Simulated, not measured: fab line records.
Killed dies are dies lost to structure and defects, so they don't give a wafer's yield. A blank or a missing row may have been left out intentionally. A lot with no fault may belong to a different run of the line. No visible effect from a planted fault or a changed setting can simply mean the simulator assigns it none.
Matching of chambers + flow n5Finfet + 4 sister chambers for N5_BEOL_M0_SAQP_MANDREL1_REMOVE_100 on rieSi-01
The step chemistry HBr/Cl2/O2, target a-Si, stops on SiNx, bt time 10 s. 4 wafers are shown with their chamber, then 10 later ones without.

== WAFERS WITH THEIR CHAMBER ==
| wafer  | chamber | throttleValvePct (%) |
|--------|---------|----------------------|
| L091.1 | 0       | 36.27                |
| L091.2 | 3       | 36.48                |
| L092.2 | 2       | 36.58                |
| L092.4 | 1       | 36.91                |

== WAFERS WITHOUT THEIR CHAMBER ==
| wafer  | throttleValvePct (%) |
|--------|----------------------|
| L092.5 | 36.59                |
| L095.1 | 36.56                |
| L095.3 | 36.28                |
| L095.6 | 36.48                |
| L097.1 | 36.47                |
| L097.3 | 36.59                |
| L097.6 | 36.27                |
| L096.1 | 36.47                |
| L096.3 | 36.56                |
| L096.4 | 36.91                |

== WHICH CHAMBER EACH ONE RAN IN ==
| wafer  | from the rows above | in truth |
|--------|---------------------|----------|
| L092.5 | 2                   | 2        |
| L095.1 | 2                   | 2        |
| L095.3 | 0                   | 0        |
| L095.6 | 3                   | 3        |
| L097.1 | 3                   | 3        |
| L097.3 | 2                   | 2        |
| L097.6 | 0                   | 0        |
| L096.1 | 3                   | 3        |
| L096.3 | 2                   | 2        |
| L096.4 | 1                   | 1        |
Correctly placed: 10 of 10. Not placeable from these rows: 0. Wrongly placed: 0.
How it was worked out, from the rows above alone: a wafer's distance from a chamber is the root of the sum, over the readings, of the square of ((its reading less the chamber's mean) divided by the reading's scatter). The wafer belongs to the nearest chamber; if the next one is less than 2 further off, it can't be placed. Each chamber's mean is taken over the wafers shown for it. The scatter: with one shown wafer a chamber, the root of the mean of the squares of how far each hidden wafer lies from its nearest shown one.
